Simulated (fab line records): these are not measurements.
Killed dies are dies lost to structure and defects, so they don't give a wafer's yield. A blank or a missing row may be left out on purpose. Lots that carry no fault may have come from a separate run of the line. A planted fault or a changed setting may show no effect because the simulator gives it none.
Comparing a struck lot with a sound one + flow n5 finfet + 25 out of 1938 route steps
Sound: wafers L676.1, L676.4, L676.5. The struck wafers were L683.2, L683.6. The cause is given at the end.
Each step with rows lists, per side, the tool, then ch with its chambers, then its first start. Under that, the readings that differ: sound wafers + struck wafers + difference of the means + sigmas: that difference in standard deviations of wafers without a fault.
alike: same words and numbers on both sides, and readings whose means sit less than 2 such deviations apart. not compared: any withheld reading, any reading some wafer has no value for, any bound like >300 that may hide the same value, and any number with overlapping values for which the record gives no deviation.
Wherever a step has rows on one side only, a row that says differs or no value, or a row with sigmas, the two part there. Numbers that have no deviation but don't overlap get no sigmas and don't part them. A reading that every wafer of one side lacks parts them only if that side has two wafers or more.

first, 1 step without rows for these wafers: N5_BEOL_M13_HARDBAKE_32 (time 120 s).
N5_BEOL_M13_CD_MEAS_28: target cd 209.5 nm.
  sound on cd sem-03 ch 0, day 11 07:21; struck on cd sem-02 ch 0, day 13 14:23
  alike: cd nm
N5_BEOL_M13_OVL_MEAS_29:
  sound on overlay-01 ch 0, day 11 07:23; struck on overlay-01 ch 0, day 13 14:25
  alike: M13_OVL
N5_BEOL_M13_INSPECT_30: inspects for defects (macro).
  sound on defect inspect-02, day 11 07:25; struck on defect inspect-01, day 13 14:26
  alike: raw defect count
N5_BEOL_M13_DESCUM_33: chemistry O2, time 7.9 s.
  sound on rie diel-01 ch 1,2, day 11 07:26; struck on rie diel-04 ch 2,3, day 13 14:33
  alike: drypump motor current A, oes product au, rf vpp V, showerhead plenum p Torr, temp c, throttle valve pct
  not compared: rf hours counter h
then, 5 steps without rows for these wafers: N5_BEOL_M13_ETCH_67 (etches SiARC in CF4, target depth 143 nm, time 238.3 s); N5_BEOL_M13_ETCH_68 (etches SOC in N2/H2, time 355 s); N5_BEOL_M13_STRIP_69 (strips in N2/H2); N5_BEOL_M13_TRENCH_ETCH_34 (etches SiOC in C4F8/O2/Ar, target depth 413.47 nm, time 162.6 s); N5_BEOL_M13_STRIP_70 (strips in C4F8/O2/Ar).
N5_BEOL_M13_OCD_MEAS_35:
  sound on ocd-01, day 11 08:01; struck on ocd-02, day 13 15:08
  alike: trench depth nm
then, 1 step without rows for these wafers: N5_BEOL_M13_STRIP_37 (strips in N2/H2).
N5_BEOL_M13_ETCH_38: etches SiCN in CF4/N2, target depth 67.5 nm, time 71.9 s.
  sound on rie diel-01 ch 1,2,3, day 11 08:08; struck on rie diel-01 ch 0,3, day 13 15:14
| reading                                       | sound             | struck      | difference | sigmas |
|-----------------------------------------------|-------------------|-------------|------------|--------|
| oes product au (a.u.)                         | 0.86 0.80 0.90    | 1.20 1.24   | +0.37      | +5     |
| model.etch.depth nm (nm)                      | 58.15 54.52 57.43 | 92.72 91.83 | +35.58     |        |
| model.SiOC_of_BEOL_M13_ILD_DEP_00.thk nm (nm) | 800.2 805.4 801   | 777.2 759.6 | -33.8      |        |
  alike: drypump motor current A, rf vpp V, showerhead plenum p Torr, throttle valve pct
  not compared: rf hours counter h
then, 2 steps without rows for these wafers: N5_BEOL_M13_PRECLEAN_39 (cleans in residue remover, time 60 s); N5_BEOL_M13_SRD_40 (time 30 s, dry time 30 s).
N5_BEOL_M13_DEGAS_41: time 60 s.
  sound on pvd sputter-01, day 11 08:22; struck on pvd sputter-01, day 13 15:37
  alike: heater power w, susceptor temp C
N5_BEOL_M13_PRE_CLEAN_42: time 30 s.
  sound on pvd sputter-01, day 11 08:25; struck on pvd sputter-01, day 13 15:39
  alike: heater power w, susceptor temp C
N5_BEOL_M13_SPUTTER_43: material TaN, target thk 15 nm, time 24.19 s.
  sound on pvd sputter-01, day 11 08:28; struck on pvd sputter-01, day 13 15:41
  alike: susceptor temp C, throttle valve pct
N5_BEOL_M13_SPUTTER_44: material Ta, target thk 10 nm, time 16.13 s.
  sound on pvd sputter-01, day 11 08:33; struck on pvd sputter-01, day 13 15:46
  alike: susceptor temp C, throttle valve pct
then, 3 steps without rows for these wafers: N5_BEOL_M13_SPUTTER_45 (material Cu, target thk 80 nm, time 13.33 s); N5_BEOL_M13_ECD_47 (material Cu, target thk 936 nm); N5_BEOL_M13_ANNEAL_48 (time 90 s).
N5_BEOL_M13_CMP_49: polishes, stops on SiOC, t overpolish 17.1 s, target thk 420 nm.
  sound on cmp-04 ch 0,1,3, day 11 09:24; struck on cmp-02 ch 1, day 13 16:28
| reading                                       | sound             | struck      | difference | sigmas |
|-----------------------------------------------|-------------------|-------------|------------|--------|
| model.SiOC_of_BEOL_M13_ILD_DEP_00.thk nm (nm) | 790.2 795.4 791.2 | 767.2 749.6 | -33.9      |        |
  alike: barrier field endpoint s, motor current A, overpolish run s
N5_BEOL_M13_THK_MEAS_50: measures by xrf.
  sound on film metro-02, day 11 09:37; struck on film metro-01, day 13 16:43
  alike: M13_THK
N5_PASSIVATION_PROBE_49:
  the record holds rows for the sound wafers here (prober-01, day 12 13:31) but none for the struck ones

## WHERE THEY PART
First at N5_BEOL_M13_ETCH_38; last, within this record, at N5_PASSIVATION_PROBE_49.

WHY: what had been put in by the simulator
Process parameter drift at N5_BEOL_M13_ETCH_38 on rie diel-01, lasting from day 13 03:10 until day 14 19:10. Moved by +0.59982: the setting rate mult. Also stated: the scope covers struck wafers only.
